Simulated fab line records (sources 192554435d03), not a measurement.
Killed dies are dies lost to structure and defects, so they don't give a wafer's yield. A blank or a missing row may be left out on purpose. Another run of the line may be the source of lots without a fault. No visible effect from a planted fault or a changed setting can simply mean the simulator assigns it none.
Which of the tools did it? | flow n5 finfet | Sampling: 12 lots, 36 wafers, 5 of 1938 route steps

## WHAT EACH GAUGE READ, for each wafer
N5_BEOL_M0_SAQP_OVL_MEAS_41.
lot  | measured     | on         | M0_CUT1_OVL (nm)
L075 | day 6 12:47  | overlay-02 | 1.1 1.5 -0.2
L078 | day 6 22:43  | overlay-01 | 0.7 0.8 0.9
L079 | day 7 00:02  | overlay-01 | -0.9 0.4 -0.4
L081 | day 7 09:01  | overlay-01 | 0.6 0.7 0.9
L083 | day 7 23:05  | overlay-02 | 0.4 1.4 0.3
L085 | day 8 10:11  | overlay-01 | 0.1 -0.4 -0.1
L087 | day 9 05:19  | overlay-02 | 1.2 -0.5 0.2
L090 | day 9 15:39  | overlay-01 | 0.1 0.4 1.4
L091 | day 10 01:39 | overlay-01 | -0.1 0.0 -0.3
L093 | day 10 08:25 | overlay-02 | -0.2 0.7 0.2
L095 | day 11 02:23 | overlay-01 | 0.3 0.6 -0.3
L097 | day 11 18:05 | overlay-01 | 0.8 1.9 -0.7

## WHAT TOOL EACH LOT RAN ON (gives the tool, then ch and the chambers of the sampled wafers, and finally the start)
lot  | N5_BEOL_M0_SAQP_HM_DEP_111     | N5_BEOL_M0_SAQP_MANDREL1_REMOVE_100 | N5_BEOL_M0_SAQP_RECESS_104         | N5_BEOL_M0_SAQP_STRIP_108
L075 | pecvd-02 ch 0,1,2, day 6 08:04 | rie si-03 ch 0,1, day 6 10:03       | vapor etch-02 ch 0,1, day 6 10:33  | rie diel-04 ch 0,1,3, day 6 11:12
L078 | pecvd-02 ch 0,1,2, day 6 18:07 | rie si-02 ch 0,1,2, day 6 20:22     | vapor etch-02 ch 0,1, day 6 20:52  | rie diel-06 ch 1,2, day 6 21:17
L079 | pecvd-02 ch 0,1,2, day 6 19:12 | rie si-03 ch 0,2, day 6 21:25       | vapor etch-02 ch 0,1, day 6 22:01  | rie diel-04 ch 0,1, day 6 22:34
L081 | pecvd-02 ch 0,2, day 7 04:01   | rie si-02 ch 0,1,3, day 7 06:30     | vapor etch-01 ch 1, day 7 06:53    | rie diel-04 ch 0,1, day 7 07:26
L083 | pecvd-03 ch 0,2, day 7 18:22   | rie si-05 ch 0,1,3, day 7 20:38     | vapor etch-01 ch 0,1, day 7 21:01  | rie diel-02 ch 0,3, day 7 21:34
L085 | pecvd-04 ch 0, day 8 05:25     | rie si-03 ch 0,1,3, day 8 07:36     | vapor etch-02 ch 1, day 8 08:10    | rie diel-04 ch 1,3, day 8 08:43
L087 | pecvd-02 ch 0,1, day 9 00:57   | rie si-03 ch 1,2,3, day 9 02:56     | vapor etch-01 ch 0,1, day 9 03:18  | rie diel-02 ch 1,2, day 9 03:55
L090 | pecvd-03 ch 0,1,2, day 9 09:46 | rie si-02 ch 2,3, day 9 13:12       | vapor etch-02 ch 0,1, day 9 13:34  | rie diel-04 ch 1,3, day 9 14:07
L091 | pecvd-04 ch 0,1, day 9 20:59   | rie si-03 ch 2,3, day 9 23:19       | vapor etch-02 ch 0,1, day 9 23:48  | rie diel-02 ch 0,1,3, day 10 00:14
L093 | pecvd-02 ch 0,1, day 10 03:55  | rie si-03 ch 1,2,3, day 10 06:00    | vapor etch-01 ch 0,1, day 10 06:22 | rie diel-04 ch 0,3, day 10 07:00
L095 | pecvd-03 ch 0,2, day 10 19:41  | rie si-02 ch 2,3, day 10 22:08      | vapor etch-02 ch 0,1, day 10 22:30 | rie diel-04 ch 1,2,3, day 10 23:03
L097 | pecvd-02 ch 0,2, day 11 13:05  | rie si-02 ch 1,3, day 11 15:16      | vapor etch-01 ch 0,1, day 11 15:45 | rie diel-06 ch 0,1,2, day 11 16:18
- N5_BEOL_M0_SAQP_HM_DEP_111: deposits SiO2 from SiH4/N2O, target thk 12 nm, time 7.2 s.
- N5_BEOL_M0_SAQP_MANDREL1_REMOVE_100: chemistry HBr/Cl2/O2, target a-Si, stops on SiNx, bt time 10 s.
- N5_BEOL_M0_SAQP_RECESS_104: chemistry HF/NH3, target SiO2, target depth 18 nm, afs cycles 3, sublimation time 60 s.
- N5_BEOL_M0_SAQP_STRIP_108: strips in N2/H2.

## THE ANSWER, worked out from the rows above alone
Rule: usual is defined by the lots themselves. Put in order of their means at a reading, lots are off if they are a third of the lots or fewer, leave a main group of 4 or more, and stand apart from it by a gap of 3 or more times the standard deviation of the main group's means; of several such gaps the widest counts. If all means in a main group match to the digits the tables above print for the reading, that group is not used. A lot without any number at a reading at which 4 lots or more have one is off too. Any other lot the step has rows for is counted as sound.
None of the lots is off at any reading shown; this tells nothing.

## WHAT HAD BEEN PUT IN BY THE SIMULATOR
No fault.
